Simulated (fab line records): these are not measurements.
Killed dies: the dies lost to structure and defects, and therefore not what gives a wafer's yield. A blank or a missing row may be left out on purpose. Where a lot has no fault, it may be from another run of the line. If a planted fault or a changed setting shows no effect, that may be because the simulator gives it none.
A struck lot beside a sound one    flow nand_harc    33 steps out of a route of 1302
Sound: these wafers, L606.2, L606.4, L606.5. Wafers struck: L611.3, L611.5, L611.6. The cause is named last.
Order at every step that has rows: each side's tool, ch and its chambers, its first start. Under that, the readings that differ: sound wafers    struck wafers    difference of the means    sigmas: that difference in standard deviations of wafers without a fault.
alike: readings whose means differ by less than 2 such deviations, and words and numbers that are the same on both sides. not compared: withheld readings, readings that some wafer has no value for, bounds like >300 that may hide the same value, and numbers for which the record gives no deviation and whose values overlap.
Wherever a step has rows on one side only, a row that says differs or no value, or a row with sigmas, the two part there. When numbers do not overlap yet have no deviation, they are printed without sigmas and do not part them. A reading missing from all wafers of one side parts the sides only when that side holds two or more wafers.

first, 9 steps without rows for these wafers: NHARC_A_CHANNEL_HOLE_D1_DEP_00 (deposits aC, target thk 3100 nm); NHARC_A_CHANNEL_HOLE_D1_DEP_01 (deposits SiON, target thk 140 nm); NHARC_A_CHANNEL_HOLE_D1_DEHYDRATE_02 (time 120 s); NHARC_A_CHANNEL_HOLE_D1_HMDS_03 (time 30 s); NHARC_A_CHANNEL_HOLE_D1_COAT_36 (time 75 s); NHARC_A_CHANNEL_HOLE_D1_COAT_37 (time 65 s); NHARC_A_CHANNEL_HOLE_D1_COAT_04 (resist thk 90 nm); NHARC_A_CHANNEL_HOLE_D1_SOFTBAKE_05 (time 55 s); NHARC_A_CHANNEL_HOLE_D1_EBR_06.
NHARC_A_CHANNEL_HOLE_D1_EXPOSE_07: exposes mask HOLE D1, target cd 100 nm.
  sound on arfi_scanner-03 ch 0, day 12 17:03; struck on arfi_scanner-03 ch 0, day 14 15:35
reading               sound              struck             difference  sigmas
exposure_dose_mJ_cm2  59.72 59.67 59.66  56.84 56.79 56.72  -2.90       -48
  alike: mask, stage_vel_mm_s
then, 2 steps without rows for these wafers: NHARC_A_CHANNEL_HOLE_D1_PEB_08 (peb time 65 s); NHARC_A_CHANNEL_HOLE_D1_DEVELOP_09 (develop time 35 s).
NHARC_A_CHANNEL_HOLE_D1_CD_MEAS_10: target cd 100 nm.
  sound on cd_sem-02 ch 0, day 12 17:11; struck on cd_sem-03 ch 0, day 14 15:43
reading     sound             struck          difference  sigmas
cd_nm (nm)  99.9 101.3 100.6  97.7 98.0 98.1  -2.7        -6
NHARC_A_CHANNEL_HOLE_D1_DESCUM_15: chemistry O2, time 3 s.
  sound on rie_diel-10 ch 0,2,3, day 12 17:23; struck on rie_diel-10 ch 0,2,3, day 14 15:56
reading                             sound              struck             difference  sigmas
model.A_CHANNEL_HOLE_D1.cd_nm (nm)  99.74 102.1 100.4  97.45 98.05 97.42  -3.11       
  alike: drypump_motor_current_A, oes_product_au, rf_vpp_V, showerhead_plenum_p_Torr, throttle_valve_pct
  not compared: rf_hours_counter_h
then, 16 steps without rows for these wafers: NHARC_A_CHANNEL_HOLE_D1_ETCH_38 (etches the open film in CF4, target depth 39 nm, time 65 s); NHARC_A_CHANNEL_HOLE_D1_ETCH_39 (etches the open film in N2/H2, target depth 260 nm, time 325 s); NHARC_A_CHANNEL_HOLE_D1_ETCH_34 (etches the open film in CF4/CHF3, target depth 154 nm, time 77 s); NHARC_A_CHANNEL_HOLE_D1_ETCH_16 (etches the open film in O2/COS, target depth 3100 nm, time 806 s); NHARC_A_CHANNEL_HOLE_D1_ETCH_19 (etches the open film in C4F8/O2/Ar, time 34.5 s); NHARC_A_CHANNEL_HOLE_D1_ETCH_20 (etches the open film in C4F8/O2/Ar, time 361.9 s, target depth 1600 nm); NHARC_A_CHANNEL_HOLE_D1_ETCH_21 (etches the open film in C4F8/O2/Ar, time 514.3 s, target depth 1600 nm); NHARC_A_CHANNEL_HOLE_D1_ETCH_22 (etches the open film in C4F8/O2/Ar, time 666.7 s, target depth 1600 nm); NHARC_A_CHANNEL_HOLE_D1_ETCH_23 (etches the open film in C4F8/O2/Ar, time 819 s, target depth 1600 nm); NHARC_A_CHANNEL_HOLE_D1_ETCH_24 (etches the open film in C4F8/O2/Ar, time 906.2 s, target depth 1500 nm); NHARC_A_CHANNEL_HOLE_D1_ETCH_25 (etches the open film in C4F8/O2/Ar, time 1040.2 s, target depth 1500 nm); NHARC_A_CHANNEL_HOLE_D1_ETCH_26 (etches the open film in C4F8/O2/Ar, time 224.1 s, target depth 300 nm); NHARC_A_CHANNEL_HOLE_D1_ETCH_33 (etches the open film in C4F8/O2/Ar, time 90 s, target depth 400 nm); NHARC_A_CHANNEL_HOLE_D1_STRIP_41 (strips in N2/H2); NHARC_A_CHANNEL_HOLE_D1_STRIP_42 (strips in CF4/CHF3); NHARC_A_CHANNEL_HOLE_D1_STRIP_43 (strips in O2/COS).
NHARC_A_CHANNEL_HOLE_D1_ETCH_44: etches the open film in CF4/O2, target depth 140 nm, overetch 14 nm, time 77 s.
  sound on rie_diel-04 ch 0,1,3, day 13 03:37; struck on rie_diel-04 ch 1,2, day 14 21:49
reading                             sound              struck             difference  sigmas
model.A_CHANNEL_HOLE_D1.cd_nm (nm)  90.87 93.45 90.52  89.22 90.18 89.14  -2.10       
  alike: drypump_motor_current_A, oes_product_au, rf_vpp_V, showerhead_plenum_p_Torr, throttle_valve_pct
  not compared: rf_hours_counter_h
then, 1 step without rows for these wafers: NHARC_A_CHANNEL_HOLE_D1_STRIP_27 (strips in O2).
-- jump in the record: it breaks off in module A_CHANNEL_HOLE_D1 and resumes in module END (first step shown: number 1302 of the route), and 17 days separate the struck wafers' starts before and after --
NHARC_END_SORT_01:
  sound on prober-02 ch 0, day 29 13:52; struck on prober-02 ch 0, day 31 13:55
  alike: killed_at_array, killed_at_other, killed_at_periphery, killed_dies, killed_open, killed_short

## WHERE THEY PART
Earliest at NHARC_A_CHANNEL_HOLE_D1_EXPOSE_07; latest, in this record, at NHARC_A_CHANNEL_HOLE_D1_CD_MEAS_10. Later steps at which nothing parts them and some readings are alike: NHARC_A_CHANNEL_HOLE_D1_DESCUM_15, NHARC_A_CHANNEL_HOLE_D1_ETCH_44, NHARC_END_SORT_01.

WHY: whatever the simulator had introduced
Process parameters drifting: arfi_scanner-03 at NHARC_A_CHANNEL_HOLE_D1_EXPOSE_07, beginning at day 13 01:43. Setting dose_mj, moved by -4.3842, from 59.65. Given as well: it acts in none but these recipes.
